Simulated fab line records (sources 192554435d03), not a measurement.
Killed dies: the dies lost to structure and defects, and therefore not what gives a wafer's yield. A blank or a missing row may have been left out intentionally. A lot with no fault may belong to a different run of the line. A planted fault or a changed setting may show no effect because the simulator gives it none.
Matching of chambers	flow n5-finfet	N5_BEOL_M6_VIA_ETCH_34 on rie-diel-04 has 4 sister chambers
The step etches SiCOH lowk in C4F6/O2, target depth 126.3 nm, time 50.9 s. 4 wafers are shown with their chamber, then 9 later ones without.

## EACH WAFER AND ITS CHAMBER
wafer	chamber	throttle-valve-pct (%)
L081.2	1	21.4
L082.3	0	20.4
L090.5	2	21.0
L090.6	3	20.5

## WAFERS MISSING THEIR CHAMBER
wafer	throttle-valve-pct (%)
L092.3	20.4
L092.4	21.4
L092.5	20.4
L095.2	21.5
L095.3	20.6
L095.6	20.6
L093.1	20.4
L093.2	21.5
L093.6	20.5

## WHICH CHAMBER EACH ONE RAN IN
wafer	from the rows above	in truth
L092.3	can't be placed: 0 or 3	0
L092.4	1	1
L092.5	can't be placed: 0 or 3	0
L095.2	1	1
L095.3	can't be placed: 3 or 0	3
L095.6	can't be placed: 3 or 0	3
L093.1	can't be placed: 0 or 3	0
L093.2	1	1
L093.6	can't be placed: 3 or 0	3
Correctly placed: 3 of 9. Unplaceable from these rows: 6, with the true chamber sitting among the candidates in 6. Number placed wrongly: 0.
How it was worked out, from the rows above alone: a wafer's distance from a chamber is the root of the sum, over the readings, of the square of ((its reading less the chamber's mean) divided by the reading's scatter). The wafer belongs to the nearest chamber; if the next one is less than 2 further off, it can't be placed. Each chamber's mean is taken over the wafers shown for it. The scatter: with one shown wafer a chamber, the root of the mean of the squares of how far each hidden wafer lies from its nearest shown one.
